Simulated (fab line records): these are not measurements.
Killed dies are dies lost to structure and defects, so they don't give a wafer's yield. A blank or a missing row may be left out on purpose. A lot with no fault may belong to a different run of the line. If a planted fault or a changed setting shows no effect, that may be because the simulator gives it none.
Struck lot and sound lot, side by side	flow nand harc	41 steps out of a route of 1302
Sound: the wafers L837.2, L837.3, L837.5. Struck: wafers L848.4, L848.5, L848.6. At the end, the cause is stated.
At each step with rows: each side's tool, then ch and its chambers, then its first start. Under that, the readings that differ: sound wafers	struck wafers	difference of the means	sigmas: that difference in standard deviations of wafers without a fault.
alike: readings whose means differ by less than 2 such deviations, and words and numbers that are the same on both sides. not compared: withheld readings, readings that some wafer has no value for, bounds like >300 that may hide the same value, and numbers for which the record gives no deviation and whose values overlap.
Wherever a step has rows on one side only, a row that says differs or no value, or a row with sigmas, the two part there. Numbers that don't overlap but have no deviation are shown without sigmas and don't part them. A reading missing from all wafers of one side parts the sides only when that side holds two or more wafers.

NHARC_P_M2_CD_MEAS_09: the cd target is 170 nm.
  sound on cd sem-01 ch 0, day 8 19:21; struck on cd sem-01 ch 0, day 13 05:24
  alike: cd nm
NHARC_P_M2_OVL_MEAS_10: pitch 340 nm.
  sound on overlay-02, day 8 19:27; struck on overlay-01, day 13 05:29
  alike: overlay x nm, overlay y nm
NHARC_P_M2_INSPECT_11:
  sound on defect inspect-02, day 8 19:29; struck on defect inspect-02, day 13 05:31
reading	sound	struck	difference	sigmas
raw defect count	5 3 6	12 10 13	+7	+2
then, 2 steps without rows for these wafers: NHARC_P_M2_DESCUM_14 (chemistry O2, time 3 s); NHARC_P_M2_ETCH_35 (etches the open film in N2/H2, target depth 40 nm, overetch 12 nm, time 43.94 s).
NHARC_P_M2_ETCH_15: etches the open film in C4F8/Ar, target depth 182.5 nm, time 91.2 s.
  sound: rie diel-11 ch 0,1; struck: rie diel-04 ch 0,2,3
  alike: oes product au, rf vpp V
  not compared: rf hours counter h
NHARC_P_M2_CD_MEAS_16:
  sound on cd sem-02, day 8 19:52; struck on cd sem-01, day 13 05:53
reading	sound	struck	difference	sigmas
cd nm (nm)	170.4 170.8 171.1	169.6 169.1 170.2	-1.1	-2
NHARC_P_M2_STRIP_18: strips in N2/H2.
  sound on rie diel-04 ch 0,1,2, day 8 19:56; struck on rie diel-08 ch 1,2, day 13 05:58
  alike: drypump motor current A, n2 flow sccm, oes product au, rf vpp V, showerhead plenum p Torr, throttle valve pct
  not compared: rf hours counter h
then, 4 steps without rows for these wafers: NHARC_P_M2_ETCH_28 (etches the open film in CF4/N2, target depth 30 nm, time 72.99 s); NHARC_P_M2_STRIP_19 (strips in post etch residue remover, time 600 s); NHARC_P_M2_DEGAS_29 (time 60 s); NHARC_P_M2_PRE_CLEAN_30 (time 30 s).
NHARC_P_M2_PVD_20: deposits TaN, target thk 5 nm, time 8.06 s.
  sound on pvd sputter-03, day 8 20:42; struck on pvd sputter-02, day 13 06:47
  alike: throttle valve pct
then, 2 steps without rows for these wafers: NHARC_P_M2_PVD_21 (deposits Cu, target thk 30 nm, time 20.49 s); NHARC_P_M2_ECD_22 (material Cu, target thk 400 nm).
NHARC_P_M2_ANNEAL_31: time 90 s.
  sound on rtp anneal-01 ch 0, day 8 21:22; struck on rtp anneal-02 ch 0, day 13 07:32
  alike: anneal temp c, wafer_temp_C_max
then, 1 step without rows for these wafers: NHARC_P_M2_CMP_23 (polishes, t overpolish 20 s, target thk 144.3 nm).
NHARC_P_M2_THK_MEAS_24: measures by xrf.
  sound on film metro-02, day 8 21:59; struck on film metro-02, day 13 08:03
  alike: thk nm
then, 2 steps without rows for these wafers: NHARC_P_M2_SRD_25; NHARC_P_M2_PRE_CLEAN_32 (time 12 s).
NHARC_P_M2_DEP_33: deposits SiCN, target thk 30 nm.
  sound on pecvd-04 ch 0,1, day 8 22:17; struck on pecvd-04 ch 0,1,2, day 13 08:29
  alike: chamber pressure Torr, heater power outer w, heater power w
then, 2 steps without rows for these wafers: NHARC_P_BONDPAD_DEP_00 (deposits SiCN, target thk 250 nm); NHARC_P_BONDPAD_CMP_32 (polishes SiCN, target thk 200 nm).
NHARC_P_BONDPAD_THK_MEAS_33: measures by ellipsometry.
  sound on film metro-02, day 8 23:20; struck on film metro-01, day 13 09:25
  alike: thk nm
then, 10 steps without rows for these wafers: NHARC_P_BONDPAD_SRD_34; NHARC_P_BONDPAD_DEHYDRATE_01 (time 120 s); NHARC_P_BONDPAD_HMDS_02 (time 30 s); NHARC_P_BONDPAD_COAT_36 (time 65 s); NHARC_P_BONDPAD_COAT_03 (resist thk 600 nm); NHARC_P_BONDPAD_SOFTBAKE_04 (time 70 s); NHARC_P_BONDPAD_EBR_05; NHARC_P_BONDPAD_EXPOSE_06 (exposes mask P BPAD); NHARC_P_BONDPAD_PEB_07 (peb time 80 s); NHARC_P_BONDPAD_DEVELOP_08 (time 50 s).
NHARC_P_BONDPAD_CD_MEAS_09: the cd target is 500 nm.
  sound on cd sem-02 ch 0, day 8 23:55; struck on cd sem-01 ch 0, day 13 09:59
reading	sound	struck	difference	sigmas
cd nm (nm)	502.8 503.0 502.9	497.5 497.8 499.4	-4.7	-3
NHARC_P_BONDPAD_OVL_MEAS_38:
  sound on overlay-02, day 9 00:00; struck on overlay-02, day 13 10:04
reading	sound	struck	difference	sigmas
overlay x nm (nm)	-7 -7 -7	13 12 13	+20	+3
  alike: overlay y nm
then, 2 steps without rows for these wafers: NHARC_P_BONDPAD_HARDBAKE_10 (time 65 s); NHARC_P_BONDPAD_DESCUM_11 (chemistry O2, time 3 s).
NHARC_P_BONDPAD_ETCH_37: etches the open film in N2/H2, target depth 60 nm, overetch 18 nm, time 65.91 s.
  sound on rie diel-10 ch 1,3, day 9 00:13; struck on rie diel-10 ch 0,3, day 13 10:17
  alike: drypump motor current A, n2 flow sccm, oes product au, rf vpp V, showerhead plenum p Torr, throttle valve pct
  not compared: rf hours counter h
then, 1 step without rows for these wafers: NHARC_P_BONDPAD_ETCH_12 (etches the open film in CHF3/O2, target depth 200 nm, time 100 s).
-- break in the record here, with 17 days between the starts of the struck wafers on either side (left off in module P_BONDPAD, picked up again in module END, where the first step shown is number 1302 on the route) --
NHARC_END_SORT_01:
  sound on prober-01 ch 0, day 26 21:05; struck on prober-02 ch 0, day 30 17:49
reading	sound	struck	difference	sigmas
defect limited yield (%)	92 89 87	80 87 82	-6	-2
killed at periphery	3 4 7	103 50 99	+79	+32
killed dies	51 76 88	133 90 119	+42	+2
  alike: killed at array, killed at other, killed open, killed short

WHERE THEY PART
Last at NHARC_END_SORT_01 as far as this record goes, first at NHARC_P_M2_INSPECT_11.

WHY: what the simulator had put in
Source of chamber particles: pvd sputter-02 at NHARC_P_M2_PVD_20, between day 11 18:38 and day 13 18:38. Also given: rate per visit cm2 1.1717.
